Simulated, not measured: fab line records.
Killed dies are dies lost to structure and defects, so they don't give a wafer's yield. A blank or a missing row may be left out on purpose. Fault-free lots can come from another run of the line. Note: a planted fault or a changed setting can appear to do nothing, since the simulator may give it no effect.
fab line records | flow nand-harc
record: lots: 6 | wafers: 16 | last-day: 32
route steps=1302 shown P_M1@297
lots untouched by any fault: they come from a run of this same line in which no faults occurred
start-h: hours from the record's first day to the start of the lot's first wafer shown | wait-h: hours elapsed since this lot's preceding step | " repeats the value in the row above | L1.1+2: several wafers, shown together as one row | - no value present, or no start provided | * or withheld: withheld | < > ~ a bound
route shown NAME@n: NAME is a module with steps in the file, n the number in the route of the first one | usual: mean and standard deviation over wafers with no fault | same: alike in all rows | chamber/n: place in a boat | sites: the reading at each site | _std_site: standard deviation of those values | _edge_site: inner sites' mean taken away from outer sites' mean | radius-mm: for every site, how far away it sits from the centre of the wafer | mask NAME#n: copy n | behind: the tool/chamber that last shaped the wafer | hold: reason for holding the lot/hours on hold/outcome of the hold | device: whichever transistor did not switch (one of n, p or np) | end of line: the route-end tests of the same wafers | for a step that has no rows: nothing shown but its recipe | killed: count of dies lost to structure and defects at first sort (not the wafer's yield) | map: per-die view of a wafer (x killed, . not killed, _ where there is no die)
set.NAME: the setting the step ran with; set.NAME@STEP: the setting that earlier step ran with | model.NAME: the simulator's own value behind a step, which no gauge read
certain route steps with their lots: each step a table, each wafer a row
services: the hour from which a tool's chamber was out of use, counted from the record's first day as start-h (under 0 if before that day), plus the number of hours and why
== steps ==
step: NHARC_P_M1_INSPECT_11
usual: raw-defect-count: 4.6/2.7
lot.wafer | tool              | chamber | start-h | wait-h | raw-defect-count
L784.2    | defect-inspect-02 | -       | 145.49  | 0.0    | 1
L784.3    | "                 | -       | "       | "      | 7
L784.4    | "                 | -       | "       | "      | 9
L790.1    | defect-inspect-02 | -       | 209.42  | 0.0    | 4
L790.4    | "                 | -       | "       | "      | 9
L790.5    | "                 | -       | "       | "      | 3
L795.1    | defect-inspect-02 | -       | 257.74  | 0.0    | 5
L795.2    | "                 | -       | "       | "      | 7
L796.2    | defect-inspect-02 | -       | 273.22  | 0.0    | 3
L796.3    | "                 | -       | "       | "      | 2
L801.2    | defect-inspect-02 | -       | 317.08  | 0.0    | 4
L801.5    | "                 | -       | "       | "      | 6
L801.6    | "                 | -       | "       | "      | 4
L802.2    | defect-inspect-02 | -       | 323.64  | 0.0    | 2
L802.3    | "                 | -       | "       | "      | 1
L802.6    | "                 | -       | "       | "      | 2
step: NHARC_P_M1_DESCUM_14
recipe: time-s: 3 | o2-flow-sccm: 200 | ar-flow-sccm: 0 | bias-power-w: 0 | chemistry: O2
usual: drypump-motor-current-A: 6.11/0.25 | oes-product-au: 1.004/0.011 | rf-vpp-V: 58.0/0.86 | showerhead-plenum-p-Torr: 1.94/0.09 | throttle-valve-pct: 11.311/0.0096
lot.wafer | tool        | chamber | start-h | wait-h | drypump-motor-current-A | oes-product-au | rf-hours-counter-h | rf-vpp-V | showerhead-plenum-p-Torr | throttle-valve-pct
L784.4    | rie-diel-10 | 0       | 145.55  | 0.1    | 6.00                    | 1.011          | 6                  | 58.0     | 2.01                     | 11.306
L784.3    | "           | 1       | "       | "      | 5.96                    | 0.995          | 6                  | 58.0     | 1.94                     | 11.292
L784.2    | "           | 2       | "       | "      | 6.30                    | 1.010          | 6                  | 57.4     | 1.80                     | 11.329
L790.1    | rie-diel-09 | 3       | 209.48  | 0.1    | 5.37                    | 1.007          | 3                  | 58.4     | 2.05                     | 11.320
L790.4    | "           | 0       | "       | "      | 6.38                    | 1.009          | 4                  | 59.5     | 2.01                     | 11.311
L790.5    | "           | 0       | "       | "      | 6.37                    | 1.004          | -                  | 58.3     | 2.01                     | 11.319
L795.2    | rie-diel-12 | 3       | 257.81  | 0.1    | 6.28                    | 1.011          | 52                 | 58.2     | 1.95                     | 11.311
L795.1    | "           | 0       | "       | "      | 6.40                    | 0.988          | 42                 | 56.6     | 1.80                     | 11.299
L796.3    | rie-diel-10 | 0       | 273.28  | 0.1    | 6.00                    | 1.027          | 2                  | 58.0     | 2.01                     | 11.312
L796.2    | "           | 3       | "       | "      | 6.23                    | 0.996          | 2                  | 58.6     | 2.06                     | 11.313
L801.2    | rie-diel-10 | 0       | 317.16  | 0.1    | 6.01                    | 1.021          | 7                  | 58.4     | 2.01                     | 11.326
L801.5    | "           | 2       | "       | "      | 6.28                    | 1.013          | -                  | 56.5     | 1.80                     | 11.314
L801.6    | "           | 3       | "       | "      | 6.25                    | 1.003          | -                  | 60.0     | 2.05                     | 11.320
L802.3    | rie-diel-10 | 0       | 323.70  | 0.1    | 6.01                    | 1.024          | 7                  | 59.5     | 2.01                     | 11.314
L802.2    | "           | 2       | "       | "      | 6.27                    | 1.012          | 7                  | 57.9     | 1.80                     | 11.297
L802.6    | "           | 0       | "       | "      | 6.04                    | 1.023          | -                  | 57.5     | 2.01                     | 11.301
step: NHARC_P_M1_ETCH_35
recipe: target-depth-a: 400 | overetch-a: 120 | time-s: 43.94 | ion-energy-ev: 200 | n2-flow-sccm: 150 | h2-flow-sccm: 150 | ar-flow-sccm: 0 | rf-w: 400 | bias-w: 150 | chemistry: N2/H2
step: NHARC_P_M1_ETCH_15
recipe: target-depth-a: 1825 | time-s: 91.2 | c4f8-flow-sccm: withheld | ar-flow-sccm: 400 | rf-w: 600 | bias-w: 300 | chemistry: C4F8/Ar
usual: oes-product-au: 0.961/0.021 | rf-vpp-V: 441.3/2.9
lot.wafer | tool        | chamber | start-h | wait-h | oes-product-au | rf-hours-counter-h | rf-vpp-V
L784.2    | rie-diel-10 | 3       | -       | -      | 0.984          | 6                  | 445.5
L784.4    | "           | 0       | "       | "      | 0.951          | 6                  | 442.7
L784.3    | "           | 1       | "       | "      | 0.940          | 6                  | 441.5
L790.1    | rie-diel-09 | 2       | -       | -      | 0.963          | 4                  | 438.8
L790.4    | "           | 0       | "       | "      | 0.961          | 4                  | 444.6
L790.5    | "           | 2       | "       | "      | 0.968          | -                  | 440.0
L795.1    | rie-diel-12 | 3       | -       | -      | 0.933          | 52                 | 443.2
L795.2    | "           | 0       | "       | "      | 0.912          | 43                 | 437.2
L796.3    | rie-diel-10 | 0       | -       | -      | 0.989          | 2                  | 443.9
L796.2    | "           | 1       | "       | "      | 0.961          | 2                  | 439.6
L801.2    | rie-diel-10 | 0       | -       | -      | 1.010          | 7                  | 442.8
L801.6    | "           | 3       | "       | "      | 0.967          | -                  | 443.6
L801.5    | "           | 0       | "       | "      | 0.998          | -                  | 444.0
L802.3    | rie-diel-10 | 1       | -       | -      | 0.955          | 7                  | 441.5
L802.2    | "           | 3       | "       | "      | 0.978          | 7                  | 445.6
L802.6    | "           | 1       | "       | "      | 0.960          | -                  | 442.4
step: NHARC_P_M1_CD_MEAS_16
usual: cd-nm: 130.2/0.91
lot.wafer | tool      | chamber | start-h | wait-h | cd-nm
L784.2    | cd-sem-01 | -       | 145.85  | -      | 128.9
L784.3    | "         | -       | "       | "      | 131.0
L784.4    | "         | -       | "       | "      | 129.3
L790.1    | cd-sem-03 | -       | 209.79  | -      | 129.8
L790.4    | "         | -       | "       | "      | 129.6
L790.5    | "         | -       | "       | "      | 130.7
L795.1    | cd-sem-02 | -       | 258.11  | -      | 130.3
L795.2    | "         | -       | "       | "      | 132.2
L796.2    | cd-sem-01 | -       | 273.59  | -      | 130.9
L796.3    | "         | -       | "       | "      | 130.4
L801.2    | cd-sem-01 | -       | 317.45  | -      | 129.5
L801.5    | "         | -       | "       | "      | 130.5
L801.6    | "         | -       | "       | "      | 131.1
L802.2    | cd-sem-03 | -       | 324.02  | -      | 130.2
L802.3    | "         | -       | "       | "      | 129.3
L802.6    | "         | -       | "       | "      | 129.3
step: NHARC_P_M1_STRIP_18
recipe: power-w: 1000 | n2-flow-sccm: 150 | h2-flow-sccm: 150 | ar-flow-sccm: 0 | bias-w: 0 | chemistry: N2/H2
step: NHARC_P_M1_ETCH_28
recipe: target-depth-a: 300 | over-etch-frac: 0.3 | time-s: 72.99 | ion-energy-ev: 150 | cf4-flow-sccm: 50 | n2-flow-sccm: 100 | ar-flow-sccm: 150 | rf-w: 300 | bias-w: 100 | chemistry: CF4/N2
usual: cf4-flow-sccm: 49.99/0.15 | drypump-motor-current-A: 6.1/0.35 | oes-product-au: 1.003/0.011 | rf-vpp-V: 314.7/2.2 | showerhead-plenum-p-Torr: 2.66/0.12 | throttle-valve-pct: 19.794/0.01
lot.wafer | tool        | chamber | start-h | wait-h | cf4-flow-sccm | drypump-motor-current-A | oes-product-au | rf-hours-counter-h | rf-vpp-V | showerhead-plenum-p-Torr | throttle-valve-pct
L784.2    | rie-diel-12 | 0       | -       | -      | 50.21         | 6.4                     | 0.997          | 14                 | 311.7    | 2.49                     | 19.815
L784.4    | "           | 2       | "       | "      | 49.93         | 5.8                     | 1.020          | 19                 | 313.9    | 2.64                     | 19.786
L784.3    | "           | 3       | "       | "      | 50.09         | 6.3                     | 1.005          | 16                 | 314.7    | 2.69                     | 19.778
L790.1    | rie-diel-09 | 0       | -       | -      | 49.93         | 6.4                     | 0.998          | 4                  | 316.5    | 2.75                     | 19.784
L790.4    | "           | 1       | "       | "      | 49.98         | 6.2                     | 0.980          | 4                  | 312.3    | 2.53                     | 19.792
L790.5    | "           | 0       | "       | "      | 50.08         | 6.4                     | 0.998          | -                  | 316.1    | 2.75                     | 19.784
L795.1    | rie-diel-10 | 3       | -       | -      | 49.98         | 6.2                     | 0.986          | 1                  | 317.4    | 2.81                     | 19.801
L795.2    | "           | 0       | "       | "      | 50.18         | 6.0                     | 1.023          | 1                  | 317.1    | 2.75                     | 19.787
L796.3    | rie-diel-09 | 3       | -       | -      | 50.04         | 5.4                     | 1.000          | 7                  | 316.5    | 2.81                     | 19.788
L796.2    | "           | 0       | "       | "      | 50.07         | 6.4                     | 0.999          | 9                  | 317.6    | 2.75                     | 19.810
L801.2    | rie-diel-10 | 1       | -       | -      | 49.88         | 6.0                     | 0.990          | 6                  | 315.1    | 2.65                     | 19.793
L801.5    | "           | 3       | "       | "      | 50.01         | 6.2                     | 1.006          | -                  | 317.7    | 2.81                     | 19.803
L801.6    | "           | 0       | "       | "      | 50.03         | 6.0                     | 1.022          | -                  | 315.1    | 2.75                     | 19.783
L802.3    | rie-diel-10 | 0       | -       | -      | 49.92         | 6.0                     | 1.027          | 8                  | 315.9    | 2.74                     | 19.791
L802.2    | "           | 2       | "       | "      | 49.97         | 6.3                     | 1.014          | 7                  | 311.2    | 2.48                     | 19.807
L802.6    | "           | 0       | "       | "      | 50.05         | 6.0                     | 1.026          | -                  | 316.5    | 2.75                     | 19.785
step: NHARC_P_M1_STRIP_19
recipe: time-s: 600 | temp-c: 30 | chemistry: post-etch-residue-remover
step: NHARC_P_M1_DEGAS_29
recipe: temp-c: 250 | time-s: 60
step: NHARC_P_M1_PRE_CLEAN_30
recipe: time-s: 30 | temp-c: 280 | gas: H2/He
usual: heater-power-w: 412/46
lot.wafer | tool           | chamber | start-h | wait-h | heater-power-w
L784.2    | pvd-sputter-03 | -       | -       | -      | 406
L784.3    | "              | -       | "       | "      | 513
L784.4    | "              | -       | "       | "      | 457
L790.4    | pvd-sputter-03 | -       | -       | -      | 500
L790.1    | "              | -       | "       | "      | 394
L790.5    | "              | -       | "       | "      | 465
L795.2    | pvd-sputter-02 | -       | -       | -      | 428
L795.1    | "              | -       | "       | "      | 432
L796.2    | pvd-sputter-03 | -       | -       | -      | 457
L796.3    | "              | -       | "       | "      | 392
L801.2    | pvd-sputter-03 | -       | -       | -      | 387
L801.6    | "              | -       | "       | "      | 467
L801.5    | "              | -       | "       | "      | 394
L802.3    | pvd-sputter-02 | -       | -       | -      | 384
L802.2    | "              | -       | "       | "      | 394
L802.6    | "              | -       | "       | "      | 377
step: NHARC_P_M1_PVD_20
recipe: target-thk-a: 50 | bias-v: 168.6 | power-w: 15000 | chamber-pressure-pa: 0.12 | time-s: 8.06 | substrate-temp-c: 50 | material: TaN
step: NHARC_P_M1_PVD_21
recipe: target-thk-a: 300 | chamber-pressure-pa: 5 | power-w: 5000 | substrate-temp-c: 30 | time-s: 20.49 | material: Cu
step: NHARC_P_M1_ECD_22
recipe: target-thk-a: 4000 | bath-temp-c: 25 | material: Cu
usual: bath-heat-duty-pct: 5.7/0.65
lot.wafer | tool      | chamber | start-h | wait-h | bath-heat-duty-pct
L784.2    | ecd-cu-02 | 1       | 147.03  | -      | 5.5
L784.4    | "         | 1       | "       | "      | 4.2
L784.3    | "         | 0       | "       | "      | 6.5
L790.1    | ecd-cu-01 | 0       | 210.87  | -      | 6.7
L790.4    | "         | 1       | "       | "      | 5.6
L790.5    | "         | 0       | "       | "      | 6.8
L795.1    | ecd-cu-01 | 1       | 259.18  | -      | 5.7
L795.2    | "         | 0       | "       | "      | 6.7
L796.2    | ecd-cu-01 | 0       | 275.08  | -      | 5.8
L796.3    | "         | 0       | "       | "      | 6.1
L801.2    | ecd-cu-02 | 1       | 318.59  | -      | 5.1
L801.6    | "         | 0       | "       | "      | 6.5
L801.5    | "         | 1       | "       | "      | 5.3
L802.2    | ecd-cu-02 | 1       | 325.17  | -      | 5.4
L802.3    | "         | 0       | "       | "      | 5.8
L802.6    | "         | 1       | "       | "      | 5.0
step: NHARC_P_M1_ANNEAL_31
recipe: temp-c: 225 | time-s: 90
usual: wafer_temp_C_max: 226.6/0.45
lot.wafer | tool          | chamber | start-h | wait-h | wafer_temp_C_max
L784.2    | rtp-anneal-02 | 0       | 147.48  | 0.4    | 227.2
L784.3    | "             | 0       | "       | "      | 226.5
L784.4    | "             | 0       | "       | "      | 226.6
L790.1    | rtp-anneal-02 | 0       | 211.24  | -      | 226.6
L790.4    | "             | 0       | "       | "      | 226.2
L790.5    | "             | 0       | "       | "      | 226.3
L795.1    | rtp-anneal-02 | 0       | 259.56  | 0.3    | 226.8
L795.2    | "             | 0       | "       | "      | 227.0
L796.2    | rtp-anneal-01 | 0       | 275.60  | -      | 225.8
L796.3    | "             | 0       | "       | "      | 225.9
L801.2    | rtp-anneal-02 | 0       | 318.97  | -      | 227.2
L801.5    | "             | 0       | "       | "      | 226.8
L801.6    | "             | 0       | "       | "      | 226.5
L802.2    | rtp-anneal-02 | 0       | 325.60  | 0.4    | 226.4
L802.3    | "             | 0       | "       | "      | 226.6
L802.6    | "             | 0       | "       | "      | 226.6
step: NHARC_P_M1_CMP_23
recipe: t-overpolish-s: 20 | target-thk-nm: 157.82
usual: motor-current-A: 11.9/0.96 | time-to-endpoint-s: 28.6/2.7
lot.wafer | tool   | chamber | start-h | wait-h | motor-current-A | time-to-endpoint-s
L784.3    | cmp-03 | 1       | 147.77  | -      | 11.2            | 32.2
L784.2    | "      | 2       | "       | "      | 10.9            | 24.3
L784.4    | "      | 0       | "       | "      | 12.3            | 28.1
L790.4    | cmp-04 | 0       | 211.65  | -      | 12.8            | 30.0
L790.1    | "      | 1       | "       | "      | 13.3            | 27.2
L790.5    | "      | 3       | "       | "      | 11.8            | 27.6
L795.2    | cmp-04 | 3       | 259.91  | -      | 11.5            | 14.8
L795.1    | "      | 0       | "       | "      | 12.2            | 34.2
L796.2    | cmp-01 | 1       | 275.92  | -      | 12.5            | 12.7
L796.3    | "      | 3       | "       | "      | 11.2            | 27.7
L801.2    | cmp-04 | 0       | 319.35  | -      | 12.9            | 34.9
L801.6    | "      | 1       | "       | "      | 13.2            | 29.7
L801.5    | "      | 2       | "       | "      | 14.2            | 29.7
L802.3    | cmp-03 | 1       | 325.95  | -      | 11.9            | 29.7
L802.2    | "      | 2       | "       | "      | 12.1            | 25.4
L802.6    | "      | 3       | "       | "      | 11.3            | 31.1
== services ==
tool           | chamber | start-h | hours | kind
pvd-sputter-03 | -       | 124.06  | 1.2   | repair
cmp-04         | -       | 125.00  | 4.0   | pm
rie-diel-10    | 0       | 125.24  | 10.0  | repair
rie-diel-09    | 0       | 125.84  | 1.5   | repair
rie-diel-09    | 2       | 128.87  | 5.4   | repair
rie-diel-09    | -       | 143.11  | 9.0   | pm
cmp-04         | -       | 151.22  | 1.4   | repair
ecd-cu-01      | -       | 160.00  | 8.0   | pm
pvd-sputter-03 | -       | 170.32  | 10.0  | pm
rie-diel-09    | 3       | 172.76  | 7.4   | repair
pvd-sputter-03 | -       | 181.85  | 3.1   | repair
rie-diel-10    | 2       | 183.50  | 8.9   | repair
rie-diel-12    | 1       | 187.16  | 4.0   | repair
rie-diel-10    | 2       | 201.88  | 16.8  | repair
cmp-04         | -       | 223.00  | 4.0   | pm
rie-diel-10    | -       | 242.74  | 9.0   | pm
cmp-04         | -       | 243.70  | 3.9   | repair
ecd-cu-02      | -       | 246.98  | 8.0   | pm
rie-diel-09    | 3       | 248.15  | 5.3   | repair
cmp-04         | -       | 278.73  | 1.8   | repair
ecd-cu-02      | -       | 286.83  | 1.0   | repair
rie-diel-10    | 3       | 313.12  | 1.3   | repair
rie-diel-09    | -       | 320.11  | 9.0   | pm
cmp-04         | -       | 321.00  | 4.0   | pm
== key ==
first-sign: step: NHARC_P_M1_CMP_23 | reading: time-to-endpoint-s | direction: down | sigmas: 5.4 | usual: * | struck: *
effect none on later readings
met-at NHARC_P_M1_ECD_22
struck-wafers L795.2,L796.2
later-rows-left-out L795.2,L796.2
sort-left-out L795.2,L796.2
onset-between 210.87 259.18
fault: kind: process-parameter-drift | tool: ecd-cu-01 | chamber: - | onset-h: 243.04 | steps: NHARC_P_M1_ECD_22 | channel: target-thk-a | offset: * | shape: step | end-h: 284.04 | scope: struck-wafers-only | acts-in: * | stated: *
sort-left-out: the simulated sort isn't trusted on such a fault, so these wafers' sort isn't shown, and their yield isn't known
later-rows-left-out: the simulator's readings of these wafers behind a module that went badly wrong aren't trusted and aren't shown, but for the sort
